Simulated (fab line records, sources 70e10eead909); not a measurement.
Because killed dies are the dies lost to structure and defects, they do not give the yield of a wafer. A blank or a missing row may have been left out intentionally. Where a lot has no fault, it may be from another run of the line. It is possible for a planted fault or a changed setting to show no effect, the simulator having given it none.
Which tool was responsible? :: flow nand_harc :: 18 wafers from 6 lots sampled at 3 of the route's 1302 steps

WHAT THE GAUGES SHOWED, per wafer
NHARC_A_M1_CD_MEAS_09: the cd target is 120 nm.
lot: L430
measured: day 24 23:56
on: cd_sem-03
cd_nm (nm): 118.4 118.8 120.1

lot: L432
measured: day 26 03:35
on: cd_sem-02
cd_nm (nm): 119.9 119.6 119.5

lot: L441
measured: day 29 22:57
on: cd_sem-03
cd_nm (nm): 120.2 119.8 120.1

lot: L445
measured: day 30 13:43
on: cd_sem-01
cd_nm (nm): 117.9 117.8 117.6

lot: L447
measured: day 31 05:36
on: cd_sem-01
cd_nm (nm): 119.8 120.0 119.5

lot: L450
measured: day 32 08:59
on: cd_sem-02
cd_nm (nm): 118.7 119.7 118.7

EACH LOT AND THE TOOL THAT RAN IT (in order: tool; ch and the chambers of the sampled wafers; start)
lot: L430
NHARC_A_M0_ANNEAL_30: rtp_anneal-01 ch 0, day 24 21:44
NHARC_A_M1_EXPOSE_06: arfi_scanner-03 ch 0, day 24 23:48

lot: L432
NHARC_A_M0_ANNEAL_30: rtp_anneal-02 ch 0, day 26 01:25
NHARC_A_M1_EXPOSE_06: arfi_scanner-03 ch 0, day 26 03:27

lot: L441
NHARC_A_M0_ANNEAL_30: rtp_anneal-01 ch 0, day 29 20:44
NHARC_A_M1_EXPOSE_06: arfi_scanner-02 ch 0, day 29 22:49

lot: L445
NHARC_A_M0_ANNEAL_30: rtp_anneal-02 ch 0, day 30 11:46
NHARC_A_M1_EXPOSE_06: arfi_scanner-02 ch 0, day 30 13:35

lot: L447
NHARC_A_M0_ANNEAL_30: rtp_anneal-01 ch 0, day 31 03:31
NHARC_A_M1_EXPOSE_06: arfi_scanner-03 ch 0, day 31 05:28

lot: L450
NHARC_A_M0_ANNEAL_30: rtp_anneal-01 ch 0, day 32 06:47
NHARC_A_M1_EXPOSE_06: arfi_scanner-03 ch 0, day 32 08:51
- NHARC_A_M0_ANNEAL_30: time 90 s.
- NHARC_A_M1_EXPOSE_06: exposes mask A M1, target cd 120 nm.

THE ANSWER, worked out from the rows above alone
Rule: what is usual is taken from the lots themselves. Put in order of their means at a reading, lots are off if they are a third of the lots or fewer, leave a main group of 4 or more, and stand apart from it by a gap of 3 or more times the standard deviation of the main group's means; of several such gaps the widest counts. Not used: any main group whose means are identical at the precision the tables above print for the reading. Also off: a lot with no number at a reading for which 4 or more lots have one. Any other lot the step has rows for is counted as sound.
Off at NHARC_A_M1_CD_MEAS_09 (cd_nm): L445. Main group: mean 119.5 nm, sd 0.39.
If a tool, at a process step before that reading, ran all the lots that are off and no sound lot after the first of them, it fits. Gauges at NHARC_A_M1_CD_MEAS_09: tried the same way as those tools. Undecided on this evidence; 2 tools fit (rtp_anneal-02 at NHARC_A_M0_ANNEAL_30, arfi_scanner-02 at NHARC_A_M1_EXPOSE_06).

WHAT WAS PUT IN BY THE SIMULATOR
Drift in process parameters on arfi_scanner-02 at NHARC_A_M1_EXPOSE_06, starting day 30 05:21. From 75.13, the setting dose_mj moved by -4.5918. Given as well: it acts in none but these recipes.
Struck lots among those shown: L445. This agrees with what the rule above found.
